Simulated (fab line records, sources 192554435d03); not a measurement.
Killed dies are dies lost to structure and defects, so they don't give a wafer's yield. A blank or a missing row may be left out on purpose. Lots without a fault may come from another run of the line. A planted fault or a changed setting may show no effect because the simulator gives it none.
Which tool did it? | flow n5_finfet | 11 lots, 32 wafers sampled, at 4 steps of a route of 1938

WHAT THE GAUGES READ, wafer by wafer
N5_PASSIVATION_CD_MEAS_44: target cd 40000 nm.
lot  | measured     | on        | cd_nm (nm)
L147 | day 11 22:12 | cd_sem-03 | 40001 40003 39996
L148 | day 12 09:40 | cd_sem-01 | 39999 40002 40000
L150 | day 13 04:08 | cd_sem-03 | 40000 39997 40003
L155 | day 14 14:52 | cd_sem-02 | 40005 39999 39999
L161 | day 15 17:28 | cd_sem-02 | 40000 40000 40003
L162 | day 16 10:29 | cd_sem-01 | 39996 40001 39999
L163 | day 16 17:29 | cd_sem-02 | 40001 40000 40004
L169 | day 17 20:11 | cd_sem-03 | 39995 39998 40001
L167 | day 18 13:15 | cd_sem-01 | 39996 40000 40003
L168 | day 18 13:32 | cd_sem-03 | 40002 40004
L170 | day 19 03:50 | cd_sem-01 | 40002 40004 40003

WHICH TOOL RAN EACH LOT (tool, then ch and the chambers of the sampled wafers, then the start)
lot  | N5_PASSIVATION_PECVD_01         | N5_PASSIVATION_AL_ETCH_33         | N5_PASSIVATION_PECVD_35
L147 | pecvd-04 ch 0,1,2, day 11 16:50 | rie_metal-03 ch 1, day 11 20:18   | pecvd-01 ch 0,1,2, day 11 21:41
L148 | pecvd-03 ch 1,2, day 12 05:03   | rie_metal-03 ch 1, day 12 07:35   | pecvd-04 ch 0,2, day 12 09:14
L150 | pecvd-03 ch 0,1,2, day 12 20:38 | rie_metal-01 ch 0,1, day 13 02:26 | pecvd-02 ch 0,2, day 13 03:34
L155 | pecvd-03 ch 0,1,2, day 14 03:13 | rie_metal-02 ch 0,1, day 14 13:10 | pecvd-01 ch 0,1,2, day 14 14:19
L161 | pecvd-04 ch 0,1, day 15 13:14   | rie_metal-02 ch 0,1, day 15 15:48 | pecvd-04 ch 0,1, day 15 16:55
L162 | pecvd-04 ch 0,1,2, day 16 04:11 | rie_metal-02 ch 0,1, day 16 08:56 | pecvd-04 ch 0,2, day 16 09:55
L163 | pecvd-04 ch 0,2, day 16 10:41   | rie_metal-01 ch 0,1, day 16 15:48 | pecvd-02 ch 0,1,2, day 16 16:56
L169 | pecvd-03 ch 0,1,2, day 17 14:37 | rie_metal-03 ch 0,1, day 17 18:31 | pecvd-01 ch 0,2, day 17 19:42
L167 | pecvd-04 ch 0,1,2, day 18 04:12 | rie_metal-01 ch 0,1, day 18 11:32 | pecvd-01 ch 0,1,2, day 18 12:41
L168 | pecvd-03 ch 1,2, day 18 05:51   | rie_metal-03 ch 1, day 18 11:46   | pecvd-04 ch 1,2, day 18 13:05
L170 | pecvd-02 ch 0,1,2, day 18 23:53 | rie_metal-02 ch 0,1, day 19 02:14 | pecvd-04 ch 0,1, day 19 03:25
- N5_PASSIVATION_PECVD_01: deposits SiNx from SiH4/NH3/N2, target thk 200 nm, time 43.2 s.
- N5_PASSIVATION_AL_ETCH_33: etches Al in Cl2/BCl3, stops on TaN, target depth 2800 nm, time 466.7 s.
- N5_PASSIVATION_PECVD_35: deposits SiNx from SiH4/NH3/N2, target thk 700 nm, time 151.3 s.

THE ANSWER, worked out from the rows above alone
Rule: what is usual is taken from the lots themselves. Put in order of their means at a reading, lots are off if they are a third of the lots or fewer, leave a main group of 4 or more, and stand apart from it by a gap of 3 or more times the standard deviation of the main group's means; of several such gaps the widest counts. A main group whose means are all the same, to the digits that the tables above print for the reading, isn't used. A lot without any number at a reading at which 4 lots or more have one is off too. The other lots that the step has rows for count as sound.
No lot is off at any reading shown: from this, nothing can be told.

WHAT THE SIMULATOR HAD PUT IN
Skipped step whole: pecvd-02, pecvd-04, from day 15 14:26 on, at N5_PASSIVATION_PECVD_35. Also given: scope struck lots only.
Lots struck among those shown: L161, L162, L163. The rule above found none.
